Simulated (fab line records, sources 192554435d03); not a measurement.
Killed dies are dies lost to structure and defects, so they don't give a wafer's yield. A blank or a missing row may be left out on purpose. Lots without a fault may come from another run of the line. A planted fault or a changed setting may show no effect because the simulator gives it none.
Which tool did it? | flow n5_finfet | 24 lots, 72 wafers sampled, at 4 steps of a route of 1938

WHAT THE GAUGES READ, wafer by wafer
N5_BEOL_M6_INSPECT_13: inspects for defects (brightfield).
lot  | measured     | on                | raw_defect_count
L074 | day 10 07:51 | defect_inspect-01 | 350 383 641
L076 | day 10 23:43 | defect_inspect-02 | 528 603 547
L077 | day 11 12:29 | defect_inspect-02 | 462 377 454
L075 | day 11 17:05 | defect_inspect-01 | 347 314 446
L078 | day 11 20:10 | defect_inspect-02 | 567 381 491
L079 | day 12 01:43 | defect_inspect-02 | 520 305 285
L080 | day 12 13:19 | defect_inspect-02 | 275 395 420
L081 | day 12 23:37 | defect_inspect-02 | 643 430 644
L082 | day 13 03:11 | defect_inspect-02 | 487 461 590
L084 | day 13 04:35 | defect_inspect-02 | 466 490 555
L083 | day 13 07:26 | defect_inspect-02 | 541 327 379
L085 | day 13 16:12 | defect_inspect-02 | 660 552 525
L087 | day 13 16:24 | defect_inspect-01 | 437 379 335
L086 | day 14 10:41 | defect_inspect-02 | 672 669 503
L090 | day 14 15:17 | defect_inspect-01 | 475 478 491
L089 | day 14 15:27 | defect_inspect-01 | 413 460 425
L088 | day 14 22:02 | defect_inspect-02 | 385 365 307
L092 | day 15 07:49 | defect_inspect-02 | 485 514 679
L091 | day 15 08:05 | defect_inspect-02 | 410 434 308
L093 | day 15 20:32 | defect_inspect-02 | 321 352 404
L094 | day 16 00:52 | defect_inspect-02 | 476 512 286
L095 | day 16 01:14 | defect_inspect-02 | 411 388 341
L096 | day 16 03:05 | defect_inspect-01 | 388 361 561
L097 | day 16 09:14 | defect_inspect-02 | 440 407 326

N5_BEOL_M6_OCD_MEAS_38.
lot  | measured     | on     | trench_depth_nm (nm)
L074 | day 10 10:53 | ocd-02 | 92.7 92.5 93.2
L076 | day 11 01:58 | ocd-02 | 96.2 96.8 93.6
L077 | day 11 16:02 | ocd-01 | 90.9 94.0 91.0
L075 | day 11 20:04 | ocd-01 | 94.6 92.3 94.9
L078 | day 11 22:28 | ocd-01 | 94.1 89.8 92.3
L079 | day 12 04:19 | ocd-02 | 94.7 92.5 93.0
L080 | day 12 16:52 | ocd-02 | 92.2 95.2 96.1
L081 | day 13 03:06 | ocd-01 | 93.1 91.8 90.5
L082 | day 13 07:01 | ocd-01 | 94.4 91.8 93.1
L084 | day 13 07:04 | ocd-02 | 94.5 95.4 91.7
L083 | day 13 08:50 | ocd-02 | 94.4 93.5 93.2
L085 | day 13 19:20 | ocd-02 | 93.8 94.7 94.4
L087 | day 13 19:48 | ocd-02 | 93.0 94.9 92.8
L086 | day 14 12:31 | ocd-02 | 95.3 90.5 95.5
L090 | day 14 18:32 | ocd-01 | 93.8 93.9 93.3
L089 | day 14 18:52 | ocd-02 | 95.1 96.5 91.2
L088 | day 15 00:17 | ocd-02 | 93.2 94.5 94.1
L092 | day 15 12:38 | ocd-02 | 93.9 92.5 92.8
L091 | day 15 13:03 | ocd-02 | 96.0 92.6 95.2
L093 | day 16 00:55 | ocd-02 | 95.3 92.3 95.5
L094 | day 16 02:25 | ocd-02 | 92.1 93.4 94.0
L095 | day 16 02:43 | ocd-01 | 93.9 95.5 92.6
L096 | day 16 04:42 | ocd-02 | 93.6 94.2 92.4
L097 | day 16 11:12 | ocd-02 | 94.2 93.6 90.5

WHICH TOOL RAN EACH LOT (tool, then ch and the chambers of the sampled wafers, then the start)
lot  | N5_BEOL_M6_STRIP_19                | N5_BEOL_M6_ETCH_66
L074 | rie_diel-01 ch 0,1,2, day 10 08:40 | rie_diel-04 ch 0,2, day 10 10:33
L076 | rie_diel-04 ch 0,1, day 11 00:26   | rie_diel-01 ch 1,2,3, day 11 01:37
L077 | rie_diel-01 ch 1,2, day 11 12:56   | rie_diel-03 ch 2,3, day 11 15:32
L075 | rie_diel-04 ch 0,2,3, day 11 17:30 | rie_diel-04 ch 0,3, day 11 19:43
L078 | rie_diel-03 ch 2,3, day 11 21:19   | rie_diel-03 ch 0,2,3, day 11 22:08
L079 | rie_diel-03 ch 1,3, day 12 02:08   | rie_diel-01 ch 1,2, day 12 03:58
L080 | rie_diel-04 ch 0,1,3, day 12 14:06 | rie_diel-01 ch 1,2,3, day 12 16:31
L081 | rie_diel-04 ch 0,1,3, day 13 00:29 | rie_diel-03 ch 1,3, day 13 02:45
L082 | rie_diel-03 ch 1,2,3, day 13 03:44 | rie_diel-04 ch 1,2, day 13 06:40
L084 | rie_diel-04 ch 1,2, day 13 05:01   | rie_diel-01 ch 0,1,3, day 13 06:43
L083 | rie_diel-03 ch 1,2,3, day 13 07:51 | rie_diel-04 ch 1,3, day 13 08:29
L085 | rie_diel-01 ch 0,2,3, day 13 17:03 | rie_diel-03 ch 0,1, day 13 19:00
L087 | rie_diel-04 ch 0,2,3, day 13 17:20 | rie_diel-03 ch 0,1, day 13 19:27
L086 | rie_diel-04 ch 2,3, day 14 11:26   | rie_diel-01 ch 0,3, day 14 12:10
L090 | rie_diel-03 ch 1,3, day 14 15:46   | rie_diel-03 ch 0,2, day 14 18:11
L089 | rie_diel-01 ch 0,2, day 14 16:12   | rie_diel-01 ch 0,1,3, day 14 18:31
L088 | rie_diel-01 ch 0,2,3, day 14 22:31 | rie_diel-04 ch 2,3, day 14 23:56
L092 | rie_diel-01 ch 2,3, day 15 08:15   | rie_diel-04 ch 1,3, day 15 12:17
L091 | rie_diel-03 ch 0,3, day 15 08:31   | rie_diel-01 ch 1,2,3, day 15 12:42
L093 | rie_diel-04 ch 0,1,3, day 15 20:58 | rie_diel-01 ch 1,2,3, day 16 00:34
L094 | rie_diel-03 ch 1,2, day 16 01:17   | rie_diel-04 ch 1,3, day 16 01:54
L095 | rie_diel-03 ch 1,2, day 16 01:39   | rie_diel-01 ch 0,1,2, day 16 02:22
L096 | rie_diel-03 ch 0,2,3, day 16 03:39 | rie_diel-03 ch 0,2,3, day 16 04:21
L097 | rie_diel-01 ch 1,2,3, day 16 09:55 | rie_diel-04 ch 0,2,3, day 16 10:51
- N5_BEOL_M6_STRIP_19: strips in O2.
- N5_BEOL_M6_ETCH_66: etches SOC in N2/H2, target depth 80 nm, overetch 16 nm, time 120 s.

WHAT THE TOOLS THEMSELVES READ (means of the sampled wafers that have a number; where no wafer has one, the mark that the record gives instead)
N5_BEOL_M6_STRIP_19.
lot  | tool        | drypump_motor_current_A (A) | oes_product_au (a.u.) | rf_vpp_V (V) | showerhead_plenum_p_Torr (Torr) | throttle_valve_pct (%)
L074 | rie_diel-01 | 6.2                         | 0.78                  | 4.1          | 2.07                            | 16.9
L076 | rie_diel-04 | 6.1                         | 0.78                  | 2.9          | 2.12                            | 16.9
L077 | rie_diel-01 | 6.3                         | 0.79                  | 4.0          | 2.03                            | 17.0
L075 | rie_diel-04 | 5.6                         | 0.80                  | 3.3          | 2.12                            | 16.8
L078 | rie_diel-03 | 6.1                         | 0.70                  | 3.6          | 2.11                            | 16.7
L079 | rie_diel-03 | 5.6                         | 0.83                  | 3.8          | 2.15                            | 16.5
L080 | rie_diel-04 | 5.9                         | 0.84                  | 3.3          | 2.16                            | 16.6
L081 | rie_diel-04 | 5.9                         | 0.83                  | 4.0          | 2.16                            | 16.6
L082 | rie_diel-03 | 5.7                         | 0.76                  | 4.0          | 2.10                            | 16.5
L084 | rie_diel-04 | 6.1                         | 0.80                  | 3.9          | 2.09                            | 16.6
L083 | rie_diel-03 | 5.7                         | 0.76                  | 3.5          | 2.10                            | 16.5
L085 | rie_diel-01 | 6.3                         | 0.76                  | 3.3          | 2.06                            | 16.8
L087 | rie_diel-04 | 5.6                         | 0.77                  | 4.3          | 2.11                            | 16.8
L086 | rie_diel-04 | 5.5                         | 0.74                  | 3.4          | 2.08                            | 16.8
L090 | rie_diel-03 | 5.6                         | 0.91                  | 3.6          | 2.14                            | 16.3
L089 | rie_diel-01 | 6.4                         | 0.69                  | 4.2          | 2.10                            | 17.1
L088 | rie_diel-01 | 6.3                         | 0.74                  | 3.9          | 2.06                            | 16.9
L092 | rie_diel-01 | 6.1                         | 0.80                  | 3.7          | 2.03                            | 16.7
L091 | rie_diel-03 | 6.2                         | 0.93                  | 3.6          | 2.18                            | 16.3
L093 | rie_diel-04 | 5.9                         | 0.79                  | 3.3          | 2.15                            | 16.6
L094 | rie_diel-03 | 5.3                         | 0.76                  | 3.7          | 2.04                            | 16.4
L095 | rie_diel-03 | 5.2                         | 0.75                  | 3.5          | 2.04                            | 16.4
L096 | rie_diel-03 | 5.8                         | 0.83                  | 3.4          | 2.13                            | 16.4
L097 | rie_diel-01 | 6.1                         | 0.79                  | 4.1          | 2.02                            | 16.8

N5_BEOL_M6_ETCH_66.
lot  | tool        | drypump_motor_current_A (A) | n2_flow_sccm (sccm) | oes_product_au (a.u.) | rf_vpp_V (V) | showerhead_plenum_p_Torr (Torr) | throttle_valve_pct (%)
L074 | rie_diel-04 | 5.9                         | 199.5               | 0.56                  | 523.1        | 2.50                            | 18.2
L076 | rie_diel-01 | 6.1                         | 200.2               | 0.63                  | 521.4        | 2.45                            | 17.8
L077 | rie_diel-03 | 6.1                         | 199.9               | 0.55                  | 524.6        | 2.56                            | 17.8
L075 | rie_diel-04 | 5.5                         | 199.4               | 0.68                  | 527.2        | 2.65                            | 17.6
L078 | rie_diel-03 | 5.8                         | 200.0               | 0.62                  | 524.7        | 2.60                            | 17.7
L079 | rie_diel-01 | 6.3                         | 199.8               | 0.59                  | 520.7        | 2.44                            | 18.1
L080 | rie_diel-01 | 6.1                         | 200.0               | 0.62                  | 521.6        | 2.45                            | 17.8
L081 | rie_diel-03 | 6.1                         | 199.8               | 0.58                  | 525.9        | 2.61                            | 17.8
L082 | rie_diel-04 | 6.1                         | 200.2               | 0.61                  | 523.2        | 2.53                            | 17.8
L084 | rie_diel-01 | 6.0                         | 199.8               | 0.61                  | 522.3        | 2.51                            | 17.7
L083 | rie_diel-04 | 6.0                         | 199.2               | 0.66                  | 525.6        | 2.63                            | 17.5
L085 | rie_diel-03 | 5.5                         | 199.5               | 0.70                  | 527.7        | 2.69                            | 17.6
L087 | rie_diel-03 | 5.4                         | 200.0               | 0.69                  | 525.4        | 2.64                            | 17.5
L086 | rie_diel-01 | 6.1                         | 200.0               | 0.60                  | 522.5        | 2.49                            | 17.6
L090 | rie_diel-03 | 5.5                         | 200.2               | 0.65                  | 524.8        | 2.63                            | 17.6
L089 | rie_diel-01 | 6.1                         | 200.0               | 0.59                  | 524.3        | 2.50                            | 17.7
L088 | rie_diel-04 | 5.5                         | 200.2               | 0.57                  | 522.0        | 2.50                            | 17.9
L092 | rie_diel-04 | 6.0                         | 199.9               | 0.64                  | 526.1        | 2.62                            | 17.5
L091 | rie_diel-01 | 6.1                         | 199.4               | 0.60                  | 521.0        | 2.44                            | 17.9
L093 | rie_diel-01 | 6.1                         | 200.0               | 0.60                  | 520.8        | 2.44                            | 17.9
L094 | rie_diel-04 | 5.6                         | 199.7               | 0.65                  | 526.3        | 2.65                            | 17.4
L095 | rie_diel-01 | 6.3                         | 200.0               | 0.64                  | 521.7        | 2.49                            | 18.0
L096 | rie_diel-03 | 5.8                         | 200.2               | 0.64                  | 524.0        | 2.59                            | 17.6
L097 | rie_diel-04 | 5.6                         | 200.4               | 0.64                  | 526.2        | 2.64                            | 17.8

THE ANSWER, worked out from the rows above alone
Rule: what is usual is taken from the lots themselves. Put in order of their means at a reading, lots are off if they are a third of the lots or fewer, leave a main group of 4 or more, and stand apart from it by a gap of 3 or more times the standard deviation of the main group's means; of several such gaps the widest counts. A main group whose means are all the same, to the digits that the tables above print for the reading, isn't used. A lot without any number at a reading at which 4 lots or more have one is off too. The other lots that the step has rows for count as sound. The gauges are gone through in route order, then the tools' own readings, and for those a lot's mean is taken as printed above. The first step at which some lot is off is used, and at that step the reading that is off furthest; a lot without a number counts as furthest.
No lot is off at any reading shown: from this, nothing can be told.

WHAT THE SIMULATOR HAD PUT IN
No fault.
